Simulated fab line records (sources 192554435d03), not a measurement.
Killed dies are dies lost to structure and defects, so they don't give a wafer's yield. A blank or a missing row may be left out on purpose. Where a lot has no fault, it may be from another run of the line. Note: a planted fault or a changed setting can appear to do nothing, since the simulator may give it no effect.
fab line records -- flow n5-finfet
record: lots: 7, wafers: 21
route steps=1938 shown WELL_APT@25 FIN_SAQP@133 STI_FIN_REVEAL@190 SD_EPI_N@275 SDB@348 HKMG_FIN@406 GATE_CUT@510 MOL_CONTACT_COAG@562
start-h: start of the lot's first displayed wafer, in hours after the record's first day -- wait-h: hours from the lot's prior step to this one -- " identical to the entry in the row above -- L1.1+2: one row covering several wafers at once -- - no value, or no start given -- * or withheld: withheld -- < > ~ a bound
route shown NAME@n: names a module that has steps shown in the file, with the first one's number in the route -- usual: the fault-free wafers' mean and standard deviation -- same: alike in all rows -- chamber/n: place in a boat -- sites: readings site by site -- _std_site: the values' standard deviation -- _edge_site: outer sites' mean less inner sites' -- radius-mm: how far each site lies from the wafer's centre -- mask NAME#n: copy n -- behind: the tool/chamber that last shaped the wafer -- hold: why the lot was held/for how many hours/how that ended -- device: transistor that didn't switch, given as n, p or np -- end of line: the same wafers' tests at the end of the route -- a step without rows: its recipe alone -- killed: dies lost to structure and defects at the first sort, not the wafer's yield -- map: a wafer's dies, marking killed ones x, the rest . and places with no die _
set.NAME: the setting as run; set.NAME@STEP: as run at that earlier step -- model.NAME: the simulator's own value behind a step, which no gauge read
lots run with intentionally changed settings; tables by step, rows by wafer
== steps ==
step: N5_WELL_APT_PEB_06
recipe: peb-temp-c: 130, peb-time-s: 90
lot.wafer,tool,chamber,start-h,wait-h,set.peb-time-s
L074.3+5,litho-track-04,0,13.74,0.0,101.5
L074.6,litho-track-04,0,13.74,0.0,90
L077.1+2,litho-track-01,0,32.56,0.1,71.62
L077.3,litho-track-01,0,32.56,0.1,90
L078.1+5,litho-track-01,0,37.88,0.1,104.9
L078.4,litho-track-01,0,37.88,0.1,90
L082.1+6,litho-track-01,0,61.76,0.1,90
L082.2,litho-track-01,0,61.76,0.1,102.1
L084.2+4+5,litho-track-05,0,73.70,0.0,90
L093.1+4,litho-track-04,0,127.57,0.1,90
L093.6,litho-track-04,0,127.57,0.1,102.5
L094.2+4+5,litho-track-05,0,133.46,0.0,90
step: N5_WELL_APT_DEVELOP_07
recipe: develop-time-s: 45, rinse-liquid: surfactant-rinse, dry: air-spin, dev-temp-c: 21
step: N5_WELL_APT_HARDBAKE_12
recipe: temp-c: 130, time-s: 120
step: N5_WELL_APT_CD_MEAS_08
recipe: target-cd-nm: 200, landing-energy-ev: 500, detector: se-inlens
usual: cd-nm: 199.0/1.9
lot.wafer,tool,chamber,start-h,wait-h,set.peb-time-s@WELL_APT_PEB_06,cd-nm
L074.3,cd-sem-01,0,13.86,-,101.5,204.3
L074.5,cd-sem-01,0,13.86,-,101.5,205.4
L074.6,cd-sem-01,0,13.86,-,90,198.4
L077.1,cd-sem-01,0,32.68,-,71.62,186.9
L077.2,cd-sem-01,0,32.68,-,71.62,188.0
L077.3,cd-sem-01,0,32.68,-,90,198.1
L078.1,cd-sem-03,0,38.00,-,104.9,202.2
L078.4,cd-sem-03,0,38.00,-,90,197.9
L078.5,cd-sem-03,0,38.00,-,104.9,205.9
L082.1,cd-sem-02,0,61.88,-,90,197.4
L082.2,cd-sem-02,0,61.88,-,102.1,205.4
L082.6,cd-sem-02,0,61.88,-,90,198.2
L084.2,cd-sem-01,0,73.82,-,90,200.3
L084.4,cd-sem-01,0,73.82,-,90,199.4
L084.5,cd-sem-01,0,73.82,-,90,199.2
L093.1,cd-sem-01,0,127.68,-,90,195.5
L093.4,cd-sem-01,0,127.68,-,90,200.1
L093.6,cd-sem-01,0,127.68,-,102.5,203.9
L094.2,cd-sem-01,0,133.58,-,90,200.8
L094.4,cd-sem-01,0,133.58,-,90,200.2
L094.5,cd-sem-01,0,133.58,-,90,198.2
step: N5_WELL_APT_DESCUM_13
recipe: chemistry: O2, time-s: 7.9, source-power-w: 50, bias-power-w: 20, pressure-mtorr: 20, rf-frequency-hz: 2.712e+07, temp-c: 40, o2-flow-sccm: 225
lot.wafer,tool,chamber,start-h,wait-h,set.time-s,set.peb-time-s@WELL_APT_PEB_06,model.WELL_APT.cd-nm
L074.3,rie-diel-03,0,13.94,0.0,6.648,101.5,204.3
L074.5,rie-diel-03,1,13.94,0.0,7.9,101.5,205.8
L074.6,rie-diel-03,2,13.94,0.0,7.9,90,198.1
L077.1,rie-diel-04,2,33.05,0.3,7.9,71.62,187.4
L077.2,rie-diel-04,1,33.05,0.3,6.61,71.62,187.6
L077.3,rie-diel-04,3,33.05,0.3,7.9,90,198.1
L078.1,rie-diel-03,2,38.09,0.0,7.9,104.9,202.3
L078.4,rie-diel-03,3,38.09,0.0,7.9,90,197.9
L078.5,rie-diel-03,0,38.09,0.0,7.9,104.9,205.9
L082.1,rie-diel-04,2,61.97,0.0,6.966,90,197.1
L082.2,rie-diel-04,0,61.97,0.0,6.966,102.1,204.9
L082.6,rie-diel-04,0,61.97,0.0,7.9,90,197.8
L084.2,rie-diel-05,0,73.90,0.0,7.9,90,200.2
L084.4,rie-diel-05,3,73.90,0.0,7.9,90,199.5
L084.5,rie-diel-05,1,73.90,0.0,7.9,90,198.8
L093.1,rie-diel-03,1,127.97,0.2,7.9,90,195.7
L093.4,rie-diel-03,3,127.97,0.2,8.619,90,200.1
L093.6,rie-diel-03,2,127.97,0.2,7.9,102.5,203.3
L094.2,rie-diel-04,1,133.69,0.1,7.9,90,200.9
L094.4,rie-diel-04,0,133.69,0.1,7.9,90,200.2
L094.5,rie-diel-04,1,133.69,0.1,7.9,90,198.3
step: N5_WELL_APT_PEB_23
recipe: peb-temp-c: 130, peb-time-s: 90
lot.wafer,tool,chamber,start-h,wait-h,set.peb-temp-c
L074.3+5,litho-track-05,0,14.86,0.0,131.8
L074.6,litho-track-05,0,14.86,0.0,130
L077.1+2+3,litho-track-05,0,33.96,0.1,127.8
L078.1+5,litho-track-04,0,39.15,0.1,128.1
L078.4,litho-track-04,0,39.15,0.1,130
L082.1+2+6,litho-track-05,0,63.01,0.1,130
L084.2+4+5,litho-track-04,0,74.82,0.0,130
L093.1+4+6,litho-track-04,0,129.19,0.1,130
L094.2+5,litho-track-01,0,134.75,0.0,127.8
L094.4,litho-track-01,0,134.75,0.0,130
step: N5_WELL_APT_DEVELOP_24
recipe: develop-time-s: 45, rinse-liquid: surfactant-rinse, dry: air-spin, dev-temp-c: 21
step: N5_WELL_APT_HARDBAKE_29
recipe: temp-c: 130, time-s: 120
step: N5_WELL_APT_CD_MEAS_25
recipe: target-cd-nm: 200, landing-energy-ev: 500, detector: se-inlens
usual: cd-nm: 200.0/2.5
lot.wafer,tool,chamber,start-h,wait-h,set.peb-temp-c@WELL_APT_PEB_23,cd-nm
L074.3,cd-sem-03,0,14.98,-,131.8,206.5
L074.5,cd-sem-03,0,14.98,-,131.8,209.0
L074.6,cd-sem-03,0,14.98,-,130,193.2
L077.1,cd-sem-01,0,34.08,-,127.8,197.7
L077.2,cd-sem-01,0,34.08,-,127.8,193.2
L077.3,cd-sem-01,0,34.08,-,127.8,186.4
L078.1,cd-sem-02,0,39.26,-,128.1,190.9
L078.4,cd-sem-02,0,39.26,-,130,198.4
L078.5,cd-sem-02,0,39.26,-,128.1,188.6
L082.1,cd-sem-01,0,63.12,-,130,199.9
L082.2,cd-sem-01,0,63.12,-,130,201.8
L082.6,cd-sem-01,0,63.12,-,130,200.4
L084.2,cd-sem-01,0,74.93,-,130,195.2
L084.4,cd-sem-01,0,74.93,-,130,200.7
L084.5,cd-sem-01,0,74.93,-,130,204.6
L093.1,cd-sem-03,0,129.30,-,130,204.3
L093.4,cd-sem-03,0,129.30,-,130,206.0
L093.6,cd-sem-03,0,129.30,-,130,203.2
L094.2,cd-sem-01,0,134.86,-,127.8,180.1
L094.4,cd-sem-01,0,134.86,-,130,202.1
L094.5,cd-sem-01,0,134.86,-,127.8,177.5
step: N5_WELL_APT_DESCUM_30
recipe: chemistry: O2, time-s: 7.9, source-power-w: 50, bias-power-w: 20, pressure-mtorr: 20, rf-frequency-hz: 2.712e+07, temp-c: 40, o2-flow-sccm: 225
lot.wafer,tool,chamber,start-h,wait-h,set.peb-temp-c@WELL_APT_PEB_23,model.WELL_APT.cd-nm
L074.3,rie-diel-05,3,15.06,0.0,131.8,206
L074.5,rie-diel-05,0,15.06,0.0,131.8,208.6
L074.6,rie-diel-05,1,15.06,0.0,130,193.6
L077.1,rie-diel-04,2,34.17,0.0,127.8,197.7
L077.2,rie-diel-04,0,34.17,0.0,127.8,192.9
L077.3,rie-diel-04,1,34.17,0.0,127.8,186.9
L078.1,rie-diel-03,3,39.35,0.0,128.1,191.2
L078.4,rie-diel-03,0,39.35,0.0,130,198.6
L078.5,rie-diel-03,0,39.35,0.0,128.1,189
L082.1,rie-diel-04,2,63.21,0.0,130,200
L082.2,rie-diel-04,1,63.21,0.0,130,202
L082.6,rie-diel-04,3,63.21,0.0,130,200.8
L084.2,rie-diel-03,2,75.02,0.0,130,195.1
L084.4,rie-diel-03,3,75.02,0.0,130,200.9
L084.5,rie-diel-03,3,75.02,0.0,130,204.4
L093.1,rie-diel-04,0,129.39,0.0,130,203.8
L093.4,rie-diel-04,3,129.39,0.0,130,205.9
L093.6,rie-diel-04,1,129.39,0.0,130,203.1
L094.2,rie-diel-04,1,135.09,0.2,127.8,180
L094.4,rie-diel-04,3,135.09,0.2,130,202.4
L094.5,rie-diel-04,2,135.09,0.2,127.8,177.8
step: N5_FIN_SAQP_COAT_68
recipe: resist: SOC, temp-c: 250, time-s: 60, spin-rpm: 1500, resist-thk-nm: 100
lot.wafer,tool,chamber,start-h,wait-h,set.spin-rpm,model.SOC_of_FIN_SAQP_COAT_68.thk-nm
L074.3,litho-track-02,0,26.21,0.2,1397,103.2
L074.5,litho-track-02,0,26.21,0.2,1500,99.8
L074.6,litho-track-02,0,26.21,0.2,1500,100
L077.1,litho-track-01,0,44.14,0.3,1373,104.8
L077.2,litho-track-01,0,44.14,0.3,1500,99.8
L077.3,litho-track-01,0,44.14,0.3,1500,99.6
L078.1,litho-track-01,0,50.22,0.3,1500,100
L078.4,litho-track-01,0,50.22,0.3,1500,100.6
L078.5,litho-track-01,0,50.22,0.3,1434,102.2
L082.1+2,litho-track-02,0,72.15,0.3,1500,100.4
L082.6,litho-track-02,0,72.15,0.3,1560,98.6
L084.2,litho-track-02,0,84.12,0.3,1500,100.4
L084.4,litho-track-02,0,84.12,0.3,1500,100.2
L084.5,litho-track-02,0,84.12,0.3,1500,100
L093.1,litho-track-02,0,139.80,0.3,1368,104.6
L093.4,litho-track-02,0,139.80,0.3,1500,100
L093.6,litho-track-02,0,139.80,0.3,1500,99.6
L094.2,litho-track-02,0,144.30,0.3,1500,100.2
L094.4+5,litho-track-02,0,144.30,0.3,1500,100
step: N5_STI_FIN_REVEAL_ETCHBACK_08
recipe: chemistry: C4F6/O2, target: SiO2, target-depth-a: 305, time-s: 10.167, ion-energy-ev: 250, pressure-mtorr: 30, source-w: 345, bias-w: 185, Ar_flow_sccm: 300, C4F6_flow_sccm: 10, O2_flow_sccm: 10
lot.wafer,tool,chamber,start-h,wait-h,set.time-s
L074.3+6,rie-diel-05,0,36.42,0.2,10.167
L074.5,rie-diel-05,1,36.42,0.2,12.08
L077.1+2+3,rie-diel-03,"3,2,1",53.06,0.3,10.167
L078.1,rie-diel-05,3,59.59,0.2,10.167
L078.4+5,rie-diel-05,"2,3",59.59,0.2,11.7
L082.1,rie-diel-04,0,80.95,0.2,10.167
L082.2+6,rie-diel-04,"3,1",80.95,0.2,9.535
L084.2+4+5,rie-diel-03,"2,1,2",97.84,0.2,10.167
L093.1+6,rie-diel-03,"1,2",148.65,0.2,10.167
L093.4,rie-diel-03,2,148.65,0.2,11.01
L094.2+5,rie-diel-04,"1,0",154.04,0.2,10.167
L094.4,rie-diel-04,2,154.04,0.2,8.66
step: N5_STI_FIN_REVEAL_OXIDATION_31
recipe: chemistry: O2_PLASMA_REMOTE, temp-c: 150, time-s: 20, pressure-mtorr: 1000, source-power-w: 2000, o2-flow-sccm: 3000
lot.wafer,tool,chamber,start-h,wait-h,set.time-s
L074.3+5+6,plasma-asher-01,"0,1,0",38.84,0.1,20
L077.1,plasma-asher-02,1,55.47,0.0,18.1
L077.2+3,plasma-asher-02,0,55.47,0.0,20
L078.1,plasma-asher-01,0,62.00,0.0,22.7
L078.4+5,plasma-asher-01,0,62.00,0.0,20
L082.1+2+6,plasma-asher-02,"0,1,1",83.35,0.0,20
L084.2+4+5,plasma-asher-01,"0,1,0",100.48,0.0,20
L093.1+4+6,plasma-asher-01,"1,0,0",151.05,0.0,20
L094.2+4+5,plasma-asher-01,"0,0,1",156.46,0.0,20
step: N5_STI_FIN_REVEAL_PRECLEAN_32
recipe: chemistry: NF3:NH3, afs-cycles: 1, temp-c: 30, time-s: 20, sublimation-temp-c: 180, sublimation-time-s: 60, pressure-torr: 3, rf-power-w: 30
step: N5_STI_FIN_REVEAL_STRIP_35
recipe: chemistry: H3PO4, material: Si3N4, temp-c: 165, target-depth-a: 40, time-s: 39
step: N5_STI_FIN_REVEAL_SRD_23
recipe: dry: ipa-marangoni, time-s: 30, temp-c: 23, rinse-liquid: diw
step: N5_STI_FIN_REVEAL_FIN_H_MEAS_10
usual: trench-depth-nm: 51.9/0.96
lot.wafer,tool,chamber,start-h,wait-h,set.time-s@STI_FIN_REVEAL_ETCHBACK_08,trench-depth-nm
L074.3,ocd-02,-,39.37,0.0,10.167,51.9
L074.5,ocd-02,-,39.37,0.0,12.08,57.1
L074.6,ocd-02,-,39.37,0.0,10.167,51.9
L077.1,ocd-01,-,56.01,0.0,10.167,52.6
L077.2,ocd-01,-,56.01,0.0,10.167,53.3
L077.3,ocd-01,-,56.01,0.0,10.167,52.5
L078.1,ocd-01,-,62.55,0.0,10.167,50.9
L078.4,ocd-01,-,62.55,0.0,11.7,55.0
L078.5,ocd-01,-,62.55,0.0,11.7,55.6
L082.1,ocd-01,-,83.90,0.0,10.167,53.8
L082.2,ocd-01,-,83.90,0.0,9.535,49.8
L082.6,ocd-01,-,83.90,0.0,9.535,50.9
L084.2,ocd-01,-,101.09,0.0,10.167,52.2
L084.4,ocd-01,-,101.09,0.0,10.167,51.6
L084.5,ocd-01,-,101.09,0.0,10.167,51.8
L093.1,ocd-01,-,151.65,0.0,10.167,52.2
L093.4,ocd-01,-,151.65,0.0,11.01,54.3
L093.6,ocd-01,-,151.65,0.0,10.167,51.2
L094.2,ocd-02,-,157.01,0.0,10.167,53.2
L094.4,ocd-02,-,157.01,0.0,8.66,48.5
L094.5,ocd-02,-,157.01,0.0,10.167,52.6
step: N5_SD_EPI_N_ETCH_35
recipe: chemistry: N2/H2, target: SOC, overetch-a: 1080, mask-material: SiARC, temp-c: 40, ion-energy-ev: 100, source-w: 3000, bias-w: 133, pressure-mtorr: 20, time-s: 486, n2-flow-sccm: 200, h2-flow-sccm: 200
usual: rf-vpp-V: 240.9/1.1
lot.wafer,tool,chamber,start-h,wait-h,set.source-w,rf-vpp-V
L074.3,rie-diel-05,2,54.24,0.0,3000,242.5
L074.5,rie-diel-05,0,54.24,0.0,3455,230.3
L074.6,rie-diel-05,1,54.24,0.0,3000,242.8
L077.1,rie-diel-04,0,67.47,0.0,3000,241.0
L077.2,rie-diel-04,3,67.47,0.0,3000,241.7
L077.3,rie-diel-04,2,67.47,0.0,2594,252.5
L078.1,rie-diel-04,1,73.97,0.0,2746,247.9
L078.4,rie-diel-04,0,73.97,0.0,3000,241.1
L078.5,rie-diel-04,2,73.97,0.0,2746,247.2
L082.1,rie-diel-05,1,101.90,0.0,3000,241.6
L082.2,rie-diel-05,3,101.90,0.0,3000,239.8
L082.6,rie-diel-05,1,101.90,0.0,3000,242.5
L084.2,rie-diel-04,1,115.23,0.0,3000,239.6
L084.4,rie-diel-04,3,115.23,0.0,3000,240.9
L084.5,rie-diel-04,3,115.23,0.0,3000,242.0
L093.1,rie-diel-04,0,162.92,0.0,3000,241.6
L093.4,rie-diel-04,2,162.92,0.0,3000,239.7
L093.6,rie-diel-04,1,162.92,0.0,3000,241.0
L094.2,rie-diel-03,1,169.29,0.0,3000,240.7
L094.4,rie-diel-03,0,169.29,0.0,3000,239.8
L094.5,rie-diel-03,3,169.29,0.0,3000,240.9
step: N5_SDB_COAT_03
recipe: resist: SOC, temp-c: 250, time-s: 60, spin-rpm: 1500, resist-thk-nm: 100
lot.wafer,tool,chamber,start-h,wait-h,set.spin-rpm,model.SOC_of_SDB_COAT_03.thk-nm
L074.3,litho-track-02,0,74.38,0.1,1632,95.8
L074.5,litho-track-02,0,74.38,0.1,1500,99.8
L074.6,litho-track-02,0,74.38,0.1,1500,99.6
L077.1,litho-track-01,0,89.58,0.1,1332,105.4
L077.2,litho-track-01,0,89.58,0.1,1500,99.4
L077.3,litho-track-01,0,89.58,0.1,1500,99.2
L078.1,litho-track-02,0,91.85,0.1,1608,96.4
L078.4,litho-track-02,0,91.85,0.1,1500,100
L078.5,litho-track-02,0,91.85,0.1,1608,96.8
L082.1,litho-track-01,0,119.35,0.1,1500,99.2
L082.2,litho-track-01,0,119.35,0.1,1500,99
L082.6,litho-track-01,0,119.35,0.1,1391,103.2
L084.2,litho-track-05,0,132.07,0.1,1500,100.6
L084.4+5,litho-track-05,0,132.07,0.1,1500,100.2
L093.1,litho-track-02,0,179.73,0.1,1500,100.2
L093.4,litho-track-02,0,179.73,0.1,1337,106.2
L093.6,litho-track-02,0,179.73,0.1,1500,100.6
L094.2,litho-track-01,0,187.79,0.1,1500,100
L094.4,litho-track-01,0,187.79,0.1,1500,100.2
L094.5,litho-track-01,0,187.79,0.1,1601,96.8
step: N5_SDB_COAT_04
recipe: resist: SiARC, temp-c: 220, time-s: 60, spin-rpm: 1500, resist-thk-nm: 18
step: N5_SDB_COAT_05
recipe: resist: CAR-ArF, spin-rpm: 1500, resist-thk-nm: 90
step: N5_SDB_DESCUM_16
recipe: chemistry: O2, time-s: 7.9, source-power-w: 50, bias-power-w: 20, pressure-mtorr: 20, rf-frequency-hz: 2.712e+07, temp-c: 40, resist: CAR-ArF, o2-flow-sccm: 225
step: N5_SDB_ETCH_17
recipe: chemistry: CF4, target: SiARC, target-depth-a: 234, mask-material: CAR-ArF, time-s: 39, ion-energy-ev: 80, pressure-mtorr: 40, source-w: 545, bias-w: 36, Ar_flow_sccm: 100, cf4-flow-sccm: 100, ends: cleared
step: N5_SDB_ETCH_18
recipe: chemistry: N2/H2, target: SOC, target-depth-a: 1000, overetch-a: 200, mask-material: SiARC, temp-c: 40, time-s: 150, ion-energy-ev: 200, pressure-mtorr: 30, source-w: 840, bias-w: 150, n2-flow-sccm: 200, h2-flow-sccm: 200
lot.wafer,tool,chamber,start-h,wait-h,set.spin-rpm@SDB_COAT_03,model.etch.depth-nm
L074.3,rie-diel-05,2,74.91,0.0,1632,95.84
L074.5,rie-diel-05,1,74.91,0.0,1500,99.86
L074.6,rie-diel-05,0,74.91,0.0,1500,99.57
L077.1,rie-diel-03,3,90.34,0.0,1332,105.3
L077.2,rie-diel-03,1,90.34,0.0,1500,99.43
L077.3,rie-diel-03,0,90.34,0.0,1500,99.13
L078.1,rie-diel-03,0,92.25,0.0,1608,96.43
L078.4,rie-diel-03,2,92.25,0.0,1500,100
L078.5,rie-diel-03,1,92.25,0.0,1608,96.74
L082.1,rie-diel-04,2,119.94,0.0,1500,99.19
L082.2,rie-diel-04,0,119.94,0.0,1500,99.04
L082.6,rie-diel-04,2,119.94,0.0,1391,103.2
L084.2,rie-diel-05,3,132.60,0.0,1500,100.6
L084.4,rie-diel-05,2,132.60,0.0,1500,100.2
L084.5,rie-diel-05,3,132.60,0.0,1500,100.1
L093.1,rie-diel-04,3,180.26,0.0,1500,100.1
L093.4,rie-diel-04,3,180.26,0.0,1337,106.1
L093.6,rie-diel-04,0,180.26,0.0,1500,100.5
L094.2,rie-diel-03,3,188.50,0.0,1500,99.96
L094.4,rie-diel-03,2,188.50,0.0,1500,100.2
L094.5,rie-diel-03,3,188.50,0.0,1601,96.74
step: N5_SDB_STRIP_19
recipe: chemistry: N2/H2, temp-c: 40, n2-flow-sccm: 200, h2-flow-sccm: 200, rf-frequency-hz: 6e+07
step: N5_SDB_STRIP_21
recipe: chemistry: CF4, resist: SiARC, power-w: 300, bias-power-w: 75, pressure-mtorr: 50, cf4-flow-sccm: 150, rf-frequency-hz: 6e+07
step: N5_SDB_HM_OPEN_20
recipe: chemistry: CH3F/O2, target: SiNx, mask-material: SOC, target-depth-a: 240, stop-on: poly-Si, over-etch-frac: 0.4, ion-energy-ev: 120, pressure-mtorr: 30, source-w: 395, bias-w: 73, Ar_flow_sccm: 150, CH3F_flow_sccm: 30, O2_flow_sccm: 20
step: N5_SDB_STRIP_22
recipe: chemistry: N2/H2, power-w: 1000, temp-c: 250, h2-frac: 0.65, overash-fraction: 0.3, pressure-mtorr: withheld, n2-flow-sccm: 1750, h2-flow-sccm: 3250
usual: strip-time-to-endpoint-s: 96.3/0.49
lot.wafer,tool,chamber,start-h,wait-h,set.spin-rpm@SDB_COAT_03,strip-time-to-endpoint-s
L074.3,plasma-asher-02,0,75.19,0.1,1632,92.9
L074.5,plasma-asher-02,1,75.19,0.1,1500,96.1
L074.6,plasma-asher-02,0,75.19,0.1,1500,96.0
L077.1,plasma-asher-01,0,90.58,0.1,1332,101.6
L077.2,plasma-asher-01,1,90.58,0.1,1500,95.9
L077.3,plasma-asher-01,0,90.58,0.1,1500,96.2
L078.1,plasma-asher-02,0,92.49,0.1,1608,93.6
L078.4,plasma-asher-02,0,92.49,0.1,1500,96.2
L078.5,plasma-asher-02,0,92.49,0.1,1608,93.4
L082.1,plasma-asher-02,1,120.18,0.1,1500,95.2
L082.2,plasma-asher-02,0,120.18,0.1,1500,94.9
L082.6,plasma-asher-02,1,120.18,0.1,1391,98.9
L084.2,plasma-asher-01,0,132.84,0.1,1500,97.1
L084.4,plasma-asher-01,1,132.84,0.1,1500,97.0
L084.5,plasma-asher-01,1,132.84,0.1,1500,96.7
L093.1,plasma-asher-01,0,180.50,0.1,1500,96.4
L093.4,plasma-asher-01,0,180.50,0.1,1337,102.0
L093.6,plasma-asher-01,1,180.50,0.1,1500,96.5
L094.2,plasma-asher-02,1,188.74,0.1,1500,95.5
L094.4,plasma-asher-02,0,188.74,0.1,1500,96.6
L094.5,plasma-asher-02,1,188.74,0.1,1601,92.5
step: N5_HKMG_FIN_ETCH_58
recipe: chemistry: N2/H2, target: SOC, target-depth-a: 2158, ion-energy-ev: 50, bias-w: 13, time-s: 741, pressure-mtorr: 30, source-w: 875, n2-flow-sccm: 200, h2-flow-sccm: 200
usual: rf-vpp-V: 99.1/0.89
lot.wafer,tool,chamber,start-h,wait-h,set.source-w,rf-vpp-V
L074.3,rie-diel-03,1,80.72,0.0,875,100.4
L074.5,rie-diel-03,1,80.72,0.0,779.1,103.7
L074.6,rie-diel-03,0,80.72,0.0,779.1,102.9
L077.1,rie-diel-03,3,98.82,0.0,875,100.3
L077.2,rie-diel-03,1,98.82,0.0,724.9,106.3
L077.3,rie-diel-03,0,98.82,0.0,875,98.4
L078.1,rie-diel-04,3,102.74,0.0,875,98.7
L078.4,rie-diel-04,2,102.74,0.0,875,100.7
L078.5,rie-diel-04,2,102.74,0.0,875,98.9
L082.1,rie-diel-03,2,126.01,0.0,875,99.0
L082.2,rie-diel-03,1,126.01,0.0,875,98.9
L082.6,rie-diel-03,2,126.01,0.0,875,98.3
L084.2,rie-diel-03,3,138.45,0.0,875,99.6
L084.4,rie-diel-03,0,138.45,0.0,875,98.7
L084.5,rie-diel-03,3,138.45,0.0,875,100.3
L093.1,rie-diel-05,1,185.99,0.0,875,99.5
L093.4,rie-diel-05,3,185.99,0.0,1024,92.3
L093.6,rie-diel-05,2,185.99,0.0,1024,93.5
L094.2,rie-diel-04,0,195.74,0.0,947,96.8
L094.4,rie-diel-04,1,195.74,0.0,875,98.1
L094.5,rie-diel-04,2,195.74,0.0,947,97.7
step: N5_GATE_CUT_ALD_22
recipe: material: SiNx, target-thk-a: 160, temp-c: 400, ald-precursor-family: SiH2I2, ald-co-reactant: N2/H2-plasma, pulse-time-s: 1, ald-cycles: 320, purge-time-s: 2, co-reactant-purge-time-s: 2, pressure-torr: 2
lot.wafer,tool,chamber,start-h,wait-h,set.ald-cycles,model.SiNx_of_GATE_CUT_ALD_22.thk-nm
L074.3+5+6,ald-sin-04,"1,2,1",101.29,4.7,320,16
L077.1,ald-sin-02,1,111.19,0.0,360,18
L077.2,ald-sin-02,2,111.19,0.0,320,16
L077.3,ald-sin-02,3,111.19,0.0,320,15.8
L078.1,ald-sin-02,3,116.24,0.3,273,13.6
L078.4+5,ald-sin-02,"1,2",116.24,0.3,320,16
L082.1,ald-sin-04,2,138.17,0.0,277,13.8
L082.2,ald-sin-04,1,138.17,0.0,320,16
L082.6,ald-sin-04,0,138.17,0.0,277,14
L084.2+5,ald-sin-03,"3,0",151.62,0.0,320,16
L084.4,ald-sin-03,0,151.62,0.0,320,16.2
L093.1+4,ald-sin-03,"0,1",201.50,2.6,278,13.8
L093.6,ald-sin-03,2,201.50,2.6,320,16
L094.2+4+5,ald-sin-03,"3,1,3",209.76,0.0,320,16
step: N5_MOL_CONTACT_COAG_ALD_123
recipe: material: SiNx, target-thk-a: 50, temp-c: 400, ald-precursor-family: SiH2I2, ald-co-reactant: N2/H2-plasma, pulse-time-s: 1, purge-time-s: 2, co-reactant-purge-time-s: 2, ald-cycles: 100, pressure-torr: 2
lot.wafer,tool,chamber,start-h,wait-h,set.ald-cycles,model.SiNx_of_MOL_CONTACT_COAG_ALD_123.thk-nm
L074.3+5+6,ald-sin-02,"2,2,1",113.22,0.5,100,5
L077.1+2+3,ald-sin-02,"1,2,3",122.82,0.1,100,5
L078.1+5,ald-sin-01,"2,0",128.52,0.0,100,5
L078.4,ald-sin-01,0,128.52,0.0,84,4.2
L082.1,ald-sin-02,1,149.00,0.4,108,5.4
L082.2+6,ald-sin-02,"3,0",149.00,0.4,100,5
L084.2+4+5,ald-sin-01,"2,1,3",166.45,1.5,100,5
L093.1+4+6,ald-sin-03,"2,3,1",216.06,0.0,100,5
L094.2,ald-sin-03,1,221.13,0.0,91,4.6
L094.4+5,ald-sin-03,3,221.13,0.0,100,5
== key ==
split: step: N5_WELL_APT_PEB_06, setting: peb-time-s, stated: 90, by: wafer
response: step: N5_WELL_APT_CD_MEAS_08, reading: cd-nm, change: +0.478, per: 1%, r: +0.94
response: step: N5_WELL_APT_DESCUM_13, reading: model.WELL_APT.cd-nm, change: +0.473, per: 1%, r: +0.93
split: step: N5_WELL_APT_DESCUM_13, setting: time-s, stated: 7.9, by: wafer
response none clear
split: step: N5_WELL_APT_PEB_23, setting: peb-temp-c, stated: 130, by: wafer
response: step: N5_WELL_APT_CD_MEAS_25, reading: cd-nm, change: +10.4, per: 1%, r: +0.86
response: step: N5_WELL_APT_DESCUM_30, reading: model.WELL_APT.cd-nm, change: +10.3, per: 1%, r: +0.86
split: step: N5_FIN_SAQP_COAT_68, setting: spin-rpm, stated: 1500, by: wafer
response: step: N5_FIN_SAQP_COAT_68, reading: model.SOC_of_FIN_SAQP_COAT_68.thk-nm, change: -0.534, per: 1%, r: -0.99
split: step: N5_STI_FIN_REVEAL_ETCHBACK_08, setting: time-s, stated: 10.167, by: wafer
response: step: N5_STI_FIN_REVEAL_FIN_H_MEAS_10, reading: trench-depth-nm, change: +0.302, per: 1%, r: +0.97
split: step: N5_STI_FIN_REVEAL_OXIDATION_31, setting: time-s, stated: 20, by: wafer
response none clear
split: step: N5_SD_EPI_N_ETCH_35, setting: source-w, stated: 3000, by: wafer
response: step: N5_SD_EPI_N_ETCH_35, reading: rf-vpp-V, change: -0.81, per: 1%, r: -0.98
split: step: N5_SDB_COAT_03, setting: spin-rpm, stated: 1500, by: wafer
response: step: N5_SDB_COAT_03, reading: model.SOC_of_SDB_COAT_03.thk-nm, change: -0.514, per: 1%, r: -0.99
response: step: N5_SDB_ETCH_18, reading: model.etch.depth-nm, change: -0.512, per: 1%, r: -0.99
response: step: N5_SDB_STRIP_22, reading: strip-time-to-endpoint-s, change: *, per: 1%, r: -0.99
split: step: N5_HKMG_FIN_ETCH_58, setting: source-w, stated: 875, by: wafer
response: step: N5_HKMG_FIN_ETCH_58, reading: rf-vpp-V, change: -0.352, per: 1%, r: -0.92
split: step: N5_GATE_CUT_ALD_22, setting: ald-cycles, stated: 320, by: wafer
response: step: N5_GATE_CUT_ALD_22, reading: model.SiNx_of_GATE_CUT_ALD_22.thk-nm, change: +0.164, per: 1%, r: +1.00
split: step: N5_MOL_CONTACT_COAG_ALD_123, setting: ald-cycles, stated: 100, by: wafer
response: step: N5_MOL_CONTACT_COAG_ALD_123, reading: model.SiNx_of_MOL_CONTACT_COAG_ALD_123.thk-nm, change: +0.0489, per: 1%, r: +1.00
